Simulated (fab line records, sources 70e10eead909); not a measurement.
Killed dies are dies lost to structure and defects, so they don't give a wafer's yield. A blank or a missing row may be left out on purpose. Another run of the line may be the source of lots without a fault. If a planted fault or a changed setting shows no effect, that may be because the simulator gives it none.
What tool caused it?	flow nand harc	66 wafers from 22 lots sampled at 6 of the route's 1302 steps

WHAT THE GAUGES READ, wafer by wafer
The record lacks any reading of a measuring or inspecting step that a usual standard deviation could be used to judge.

TOOL THAT RAN EACH LOT (tool first, then ch and the chambers of the sampled wafers, then the start)
lot	NHARC_A_STAIRCASE_TRIM_222	NHARC_A_STAIRCASE_TRIM_229	NHARC_A_STAIRCASE_ETCH_234	NHARC_A_STAIRCASE_TRIM_235	NHARC_A_STAIRCASE_STRIP_254	NHARC_A_STAIRCASE_HM_OPEN_457
L074	rie diel-02 ch 0,1,3, day 16 04:40 or earlier	rie diel-08 ch 0,1,3, day 16 04:40	rie diel-08 ch 1,2,3, day 16 07:31 or earlier	rie diel-08 ch 0,1,2, day 16 07:31 or earlier	plasma asher-02 ch 0,1, day 16 07:31	rie diel-09 ch 0,2,3, no start
L076	rie diel-09 ch 0,2,3, day 16 19:14 or earlier	rie diel-02 ch 1,2, day 16 19:14	rie diel-02 ch 1,2,3, day 16 22:02 or earlier	rie diel-02 ch 1,2,3, day 16 22:02 or earlier	plasma asher-01 ch 0,1, day 16 22:02	rie diel-02 ch 0,2, no start
L075	rie diel-09 ch 0,1,2, day 16 20:55 or earlier	rie diel-08 ch 0,1,3, day 16 20:55	rie diel-08 ch 0,3, day 16 23:47 or earlier	rie diel-08 ch 0,1,3, day 16 23:47 or earlier	plasma asher-02 ch 0,1, day 16 23:47	rie diel-08 ch 0,1,2, no start
L077	rie diel-09 ch 0,2,3, day 17 13:34 or earlier	rie diel-09 ch 0,1,3, day 17 13:34	rie diel-09 ch 0,2,3, day 17 16:52 or earlier	rie diel-09 ch 0,3, day 17 16:52 or earlier	plasma asher-01 ch 0,1, day 17 16:52	rie diel-09 ch 0,3, no start
L078	rie diel-09 ch 0,1,3, day 17 14:58 or earlier	rie diel-09 ch 0,1,2, day 17 14:58	rie diel-09 ch 0,3, day 17 17:53 or earlier	rie diel-09 ch 2,3, day 17 17:53 or earlier	plasma asher-02 ch 0,1, day 17 17:53	rie diel-08 ch 0,2,3, no start
L079	rie diel-02 ch 0,1,2, day 18 01:17 or earlier	rie diel-08 ch 0,1,2, day 18 01:17	rie diel-08 ch 0,2,3, day 18 03:55 or earlier	rie diel-08 ch 2,3, day 18 03:55 or earlier	plasma asher-02 ch 1, day 18 03:55	rie diel-08 ch 0,1,2, no start
L080	rie diel-09 ch 0,1,3, day 18 03:40 or earlier	rie diel-02 ch 1,3, day 18 03:40	rie diel-02 ch 0,2,3, day 18 06:23 or earlier	rie diel-02 ch 0,1, day 18 06:23 or earlier	plasma asher-02 ch 0,1, day 18 06:23	rie diel-02 ch 0,2, no start
L081	rie diel-09 ch 0,2, day 18 22:54 or earlier	rie diel-09 ch 2,3, day 18 22:54	rie diel-09 ch 1,2, day 19 01:47 or earlier	rie diel-09 ch 0,2, day 19 01:47 or earlier	plasma asher-01 ch 0,1, day 19 01:47	rie diel-08 ch 0,1,2, no start
L082	rie diel-08 ch 0,2, day 19 20:11 or earlier	rie diel-02 ch 1,2,3, day 19 20:11	rie diel-02 ch 0,1, day 19 23:14 or earlier	rie diel-02 ch 0,3, day 19 23:14 or earlier	plasma asher-02 ch 0,1, day 19 23:14	rie diel-09 ch 0,1, no start
L083	rie diel-08 ch 1,2,3, day 19 20:25 or earlier	rie diel-09 ch 0,2, day 19 20:25	rie diel-09 ch 0,1, day 19 23:31 or earlier	rie diel-09 ch 0,2, day 19 23:31 or earlier	plasma asher-02 ch 0,1, day 19 23:31	rie diel-02 ch 0,3, no start
L084	rie diel-09 ch 1,2, day 20 00:48 or earlier	rie diel-08 ch 1,2,3, day 20 00:48	rie diel-08 ch 0,1,3, day 20 03:55 or earlier	rie diel-08 ch 2,3, day 20 03:55 or earlier	plasma asher-02 ch 0,1, day 20 03:55	rie diel-08 ch 1,2, no start
L085	rie diel-09 ch 1,2, day 20 13:23 or earlier	rie diel-02 ch 0,1,3, day 20 13:23	rie diel-02 ch 2,3, day 20 16:13 or earlier	rie diel-02 ch 1,2,3, day 20 16:13 or earlier	plasma asher-02 ch 0,1, day 20 16:13	rie diel-02 ch 1,2,3, no start
L087	rie diel-09 ch 0,1,3, day 21 03:07 or earlier	rie diel-08 ch 1,2,3, day 21 03:07	rie diel-08 ch 0,1,2, day 21 05:44 or earlier	rie diel-08 ch 1,2,3, day 21 05:44 or earlier	plasma asher-02 ch 0,1, day 21 05:44	rie diel-08 ch 1,2,3, no start
L086	rie diel-02 ch 0,2,3, day 21 04:56 or earlier	rie diel-08 ch 0,1,3, day 21 04:56	rie diel-08 ch 1,2, day 21 07:51 or earlier	rie diel-08 ch 1,2, day 21 07:51 or earlier	plasma asher-01 ch 0,1, day 21 07:51	rie diel-02 ch 0,2,3, no start
L088	rie diel-08 ch 1,2,3, day 22 00:24 or earlier	rie diel-08 ch 0,2,3, day 22 00:24	rie diel-08 ch 0,1,3, day 22 03:37 or earlier	rie diel-08 ch 0,1,3, day 22 03:37 or earlier	plasma asher-01 ch 0,1, day 22 03:37	rie diel-09 ch 0,3, no start
L090	rie diel-08 ch 0,1,3, day 22 23:11 or earlier	rie diel-08 ch 0,1,3, day 22 23:11	rie diel-08 ch 1,2,3, day 23 01:56 or earlier	rie diel-08 ch 0,1,3, day 23 01:56 or earlier	plasma asher-01 ch 0,1, day 23 01:56	rie diel-08 ch 0,1,3, no start
L091	rie diel-08 ch 0,1,2, day 23 04:32 or earlier	rie diel-08 ch 0,1, day 23 04:32	rie diel-08 ch 0,2,3, day 23 07:17 or earlier	rie diel-08 ch 1,3, day 23 07:17 or earlier	plasma asher-02 ch 0, day 23 07:17	rie diel-09 ch 0,3, no start
L092	rie diel-02 ch 0,2,3, day 24 03:00 or earlier	rie diel-08 ch 0,1,2, day 24 03:00	rie diel-08 ch 0,1,3, day 24 06:10 or earlier	rie diel-08 ch 1,2,3, day 24 06:10 or earlier	plasma asher-01 ch 0,1, day 24 06:10	rie diel-08 ch 0,3, no start
L094	rie diel-09 ch 0,2, day 24 06:59 or earlier	rie diel-02 ch 2,3, day 24 06:59	rie diel-02 ch 0,1,3, day 24 09:36 or earlier	rie diel-02 ch 2,3, day 24 09:36 or earlier	plasma asher-01 ch 0,1, day 24 09:36	rie diel-02 ch 0,3, no start
L093	rie diel-08 ch 0,3, day 24 07:28 or earlier	rie diel-08 ch 2,3, day 24 07:28	rie diel-08 ch 0,2, day 24 10:23 or earlier	rie diel-08 ch 0,2,3, day 24 10:23 or earlier	plasma asher-02 ch 0,1, day 24 10:23	rie diel-02 ch 0,3, no start
L097	rie diel-02 ch 1,2,3, day 25 09:02 or earlier	rie diel-08 ch 0,1,2, day 25 09:02	rie diel-08 ch 0,1,3, day 25 11:50 or earlier	rie diel-08 ch 1,2,3, day 25 11:50 or earlier	plasma asher-02 ch 0,1, day 25 11:50	rie diel-02 ch 1,2,3, no start
L096	rie diel-09 ch 0,1,3, day 25 10:28 or earlier	rie diel-08 ch 1,2,3, day 25 10:28	rie diel-08 ch 0,3, day 25 13:15 or earlier	rie diel-08 ch 0,1,2, day 25 13:15 or earlier	plasma asher-02 ch 0,1, day 25 13:15	rie diel-08 ch 0,1,2, no start
- NHARC_A_STAIRCASE_TRIM_222: chemistry O2, time 211.2 s.
- NHARC_A_STAIRCASE_TRIM_229: chemistry O2, time 211.2 s.
- NHARC_A_STAIRCASE_ETCH_234: etches the open film in C4F8/O2, target depth 100 nm, time 40.5 s.
- NHARC_A_STAIRCASE_TRIM_235: chemistry O2, time 211.2 s.
- NHARC_A_STAIRCASE_STRIP_254: strips in O2.
- NHARC_A_STAIRCASE_HM_OPEN_457: chemistry O2/COS.

WHAT THE TOOLS THEMSELVES READ (means of the sampled wafers that have a number; where no wafer has one, the mark that the record gives instead)
NHARC_A_STAIRCASE_TRIM_222.
lot	tool	drypump motor current A (A)	oes product au (a.u.)	rf vpp V (V)	showerhead plenum p Torr (Torr)	throttle valve pct (%)
L074	rie diel-02	6.0	0.988	57.3	3.58	17.037
L076	rie diel-09	5.3	0.997	57.0	3.52	17.036
L075	rie diel-09	5.8	0.992	58.0	3.51	17.043
L077	rie diel-09	5.3	0.998	56.8	3.52	17.036
L078	rie diel-09	5.7	0.994	58.1	3.59	17.033
L079	rie diel-02	6.2	1.000	58.2	3.65	17.037
L080	rie diel-09	5.7	1.001	58.3	3.59	17.032
L081	rie diel-09	5.4	0.992	56.9	3.42	17.034
L082	rie diel-08	5.6	1.002	58.0	3.43	17.025
L083	rie diel-08	5.4	1.005	58.1	3.58	17.038
L084	rie diel-09	5.4	0.993	57.0	3.34	17.029
L085	rie diel-09	5.4	0.986	57.4	3.34	17.032
L087	rie diel-09	5.7	1.010	58.5	3.57	17.036
L086	rie diel-02	5.8	0.997	56.8	3.56	17.039
L088	rie diel-08	5.3	1.009	57.2	3.58	17.035
L090	rie diel-08	5.3	1.005	58.0	3.54	17.037
L091	rie diel-08	5.6	1.009	56.9	3.54	17.048
L092	rie diel-02	5.8	0.997	58.1	3.55	17.033
L094	rie diel-09	5.7	0.988	59.2	3.73	17.051
L093	rie diel-08	5.3	1.008	58.4	3.41	17.042
L097	rie diel-02	5.6	0.998	57.9	3.49	17.036
L096	rie diel-09	5.7	0.985	57.6	3.56	17.033

NHARC_A_STAIRCASE_TRIM_229.
lot	tool	drypump motor current A (A)	oes product au (a.u.)	rf vpp V (V)	showerhead plenum p Torr (Torr)	throttle valve pct (%)
L074	rie diel-08	5.3	1.003	57.5	3.57	17.035
L076	rie diel-02	5.9	0.998	57.4	3.60	17.040
L075	rie diel-08	5.3	1.005	58.2	3.57	17.035
L077	rie diel-09	5.7	0.990	58.4	3.59	17.038
L078	rie diel-09	5.8	0.992	58.5	3.50	17.040
L079	rie diel-08	5.6	0.997	57.0	3.56	17.037
L080	rie diel-02	5.9	0.999	58.0	3.53	17.036
L081	rie diel-09	4.9	0.994	56.7	3.36	17.034
L082	rie diel-02	5.6	0.996	58.4	3.52	17.028
L083	rie diel-09	5.7	0.997	57.8	3.57	17.038
L084	rie diel-08	5.3	1.003	57.4	3.58	17.038
L085	rie diel-02	6.0	0.994	58.5	3.56	17.032
L087	rie diel-08	5.4	1.010	59.7	3.58	17.043
L086	rie diel-08	5.4	1.008	58.1	3.55	17.038
L088	rie diel-08	5.3	1.007	57.9	3.45	17.040
L090	rie diel-08	5.4	1.007	58.6	3.54	17.032
L091	rie diel-08	5.6	1.003	58.7	3.63	17.030
L092	rie diel-08	5.6	1.001	57.9	3.54	17.043
L094	rie diel-02	5.4	0.994	58.6	3.50	17.032
L093	rie diel-08	5.4	1.003	57.6	3.48	17.039
L097	rie diel-08	5.6	1.000	58.1	3.53	17.034
L096	rie diel-08	5.4	1.004	57.4	3.56	17.042

NHARC_A_STAIRCASE_ETCH_234.
lot	tool	oes product au (a.u.)	rf fwd power W (W)	rf vpp V (V)
L074	rie diel-08	0.932	592	900
L076	rie diel-02	0.946	594	895
L075	rie diel-08	0.942	588	895
L077	rie diel-09	0.921	593	895
L078	rie diel-09	0.936	595	901
L079	rie diel-08	0.956	591	894
L080	rie diel-02	0.962	590	898
L081	rie diel-09	0.935	592	892
L082	rie diel-02	0.939	588	902
L083	rie diel-09	0.924	592	897
L084	rie diel-08	0.955	593	897
L085	rie diel-02	0.942	594	895
L087	rie diel-08	0.960	592	896
L086	rie diel-08	0.955	593	897
L088	rie diel-08	0.940	592	896
L090	rie diel-08	0.951	591	898
L091	rie diel-08	0.955	592	893
L092	rie diel-08	0.952	593	896
L094	rie diel-02	0.944	593	897
L093	rie diel-08	0.949	591	893
L097	rie diel-08	0.957	592	896
L096	rie diel-08	0.954	592	891

NHARC_A_STAIRCASE_TRIM_235.
lot	tool	drypump motor current A (A)	oes product au (a.u.)	rf vpp V (V)	showerhead plenum p Torr (Torr)	throttle valve pct (%)
L074	rie diel-08	5.6	0.999	57.6	3.57	17.031
L076	rie diel-02	5.6	1.004	58.3	3.53	17.030
L075	rie diel-08	5.3	0.999	57.4	3.57	17.033
L077	rie diel-09	5.2	1.001	57.3	3.60	17.041
L078	rie diel-09	4.8	1.004	58.7	3.45	17.034
L079	rie diel-08	5.1	1.010	57.6	3.50	17.033
L080	rie diel-02	6.6	1.006	58.2	3.70	17.042
L081	rie diel-09	5.8	0.990	57.4	3.58	17.042
L082	rie diel-02	6.1	1.010	57.2	3.63	17.038
L083	rie diel-09	5.7	1.000	57.2	3.57	17.044
L084	rie diel-08	5.3	0.999	57.9	3.49	17.045
L085	rie diel-02	5.6	1.001	57.2	3.51	17.041
L087	rie diel-08	5.4	1.000	57.6	3.58	17.027
L086	rie diel-08	5.6	0.994	57.6	3.67	17.033
L088	rie diel-08	5.3	1.005	57.5	3.54	17.023
L090	rie diel-08	5.4	1.010	58.2	3.54	17.036
L091	rie diel-08	5.4	1.005	58.7	3.66	17.043
L092	rie diel-08	5.4	1.005	58.6	3.57	17.028
L094	rie diel-02	5.2	0.997	57.3	3.43	17.036
L093	rie diel-08	5.4	1.012	57.9	3.45	17.044
L097	rie diel-08	5.3	0.998	57.5	3.56	17.038
L096	rie diel-08	5.6	1.008	58.4	3.53	17.030

NHARC_A_STAIRCASE_STRIP_254.
lot	tool	drypump motor current A (A)	heater power w (W)
L074	plasma asher-02	6.15	343
L076	plasma asher-01	5.61	322
L075	plasma asher-02	6.15	343
L077	plasma asher-01	5.69	334
L078	plasma asher-02	6.16	344
L079	plasma asher-02	5.84	352
L080	plasma asher-02	6.17	343
L081	plasma asher-01	5.68	332
L082	plasma asher-02	6.17	351
L083	plasma asher-02	6.02	348
L084	plasma asher-02	6.16	343
L085	plasma asher-02	6.15	346
L087	plasma asher-02	5.99	345
L086	plasma asher-01	5.61	322
L088	plasma asher-01	5.68	338
L090	plasma asher-01	5.69	340
L091	plasma asher-02	6.32	346
L092	plasma asher-01	5.69	345
L094	plasma asher-01	5.68	340
L093	plasma asher-02	6.15	340
L097	plasma asher-02	6.17	346
L096	plasma asher-02	6.15	348

NHARC_A_STAIRCASE_HM_OPEN_457.
lot	tool	drypump motor current A (A)	oes product au (a.u.)	rf fwd power W (W)	rf vpp V (V)	showerhead plenum p Torr (Torr)	throttle valve pct (%)
L074	rie diel-09	5.3	1.003	499.1	466.9	3.12	28.328
L076	rie diel-02	6.4	0.996	498.9	470.2	3.28	28.324
L075	rie diel-08	5.6	1.006	498.2	468.2	3.15	28.329
L077	rie diel-09	5.2	1.007	498.3	468.9	3.19	28.327
L078	rie diel-08	5.3	0.995	498.0	466.2	3.07	28.323
L079	rie diel-08	5.6	0.999	499.0	467.9	3.15	28.327
L080	rie diel-02	6.0	1.006	499.1	469.4	3.23	28.326
L081	rie diel-08	5.6	1.002	499.5	467.8	3.15	28.333
L082	rie diel-09	6.2	0.995	497.9	467.5	3.15	28.335
L083	rie diel-02	5.5	1.006	500.5	466.2	3.09	28.334
L084	rie diel-08	5.6	0.999	499.2	468.4	3.17	28.324
L085	rie diel-02	5.7	0.994	500.0	467.5	3.11	28.336
L087	rie diel-08	5.4	1.002	498.6	467.9	3.17	28.323
L086	rie diel-02	5.8	0.996	496.4	467.9	3.15	28.321
L088	rie diel-09	5.6	0.988	499.4	469.3	3.23	28.333
L090	rie diel-08	5.4	1.002	498.8	468.2	3.13	28.328
L091	rie diel-09	5.2	0.999	499.0	467.7	3.17	28.331
L092	rie diel-08	5.1	1.014	499.6	465.2	3.05	28.326
L094	rie diel-02	5.5	1.003	497.9	466.1	3.08	28.325
L093	rie diel-02	5.5	0.996	497.6	465.8	3.08	28.326
L097	rie diel-02	5.6	0.993	498.1	467.1	3.09	28.336
L096	rie diel-08	5.6	1.001	498.9	467.3	3.12	28.328

THE ANSWER, worked out from the rows above alone
Rule: the lots themselves supply what counts as usual. Put in order of their means at a reading, lots are off if they are a third of the lots or fewer, leave a main group of 4 or more, and stand apart from it by a gap of 3 or more times the standard deviation of the main group's means; of several such gaps the widest counts. If all means in a main group match to the digits the tables above print for the reading, that group is not used. A lot without any number at a reading at which 4 lots or more have one is off too. Any other lot the step has rows for is counted as sound. After the gauges, taken in route order, come the tools' own readings; for these a lot's mean is taken, as printed above. The first step at which some lot is off is used, and at that step the reading that is off furthest; a lot without a number counts as furthest.
Across all readings shown, no lot is off: no conclusion can be drawn from this.

WHAT THE SIMULATOR PUT IN
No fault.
